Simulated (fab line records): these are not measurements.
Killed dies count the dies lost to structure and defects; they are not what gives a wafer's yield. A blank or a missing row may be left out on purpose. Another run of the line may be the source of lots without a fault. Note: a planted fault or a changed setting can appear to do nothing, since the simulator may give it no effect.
Chamber matching    flow n5Finfet    N5_BEOL_M2_ALD_84 on aldMetal-04: 4 sister chambers
The step deposits TaN, pulse time 2 s, purge time 3 s, co reactant purge time 2 s. 4 wafers are shown with their chamber, then 10 later ones without.

WAFERS PAIRED WITH THEIR CHAMBERS
wafer   chamber  heaterPowerW (W)
L088.2  3        371
L088.3  1        468
L089.1  0        377
L089.4  2        491

WAFERS MISSING THEIR CHAMBER
wafer   heaterPowerW (W)
L089.6  375
L091.1  361
L091.4  384
L091.5  465
L095.3  470
L095.5  380
L095.6  464
L094.1  394
L094.5  385
L094.6  357

WHICH CHAMBER EACH ONE RAN IN
wafer   from the rows above      in truth
L089.6  can't be placed: 0 or 3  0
L091.1  can't be placed: 3 or 0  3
L091.4  can't be placed: 0 or 3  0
L091.5  1                        1
L095.3  1                        1
L095.5  can't be placed: 0 or 3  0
L095.6  1                        1
L094.1  can't be placed: 0 or 3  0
L094.5  can't be placed: 0 or 3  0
L094.6  can't be placed: 3 or 0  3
Placed correctly: 3 of 10. Not placeable from these rows: 7 (in 7, the candidates include the true chamber). 0 placed wrongly.
How it was worked out, from the rows above alone: a wafer's distance from a chamber is the root of the sum, over the readings, of the square of ((its reading less the chamber's mean) divided by the reading's scatter). If the next closest chamber is less than 2 further off than the closest, the wafer can't be placed; otherwise it belongs to the closest. For every chamber, the mean is computed from those of its wafers that are shown. The scatter: with one shown wafer a chamber, the root of the mean of the squares of how far each hidden wafer lies from its nearest shown one.
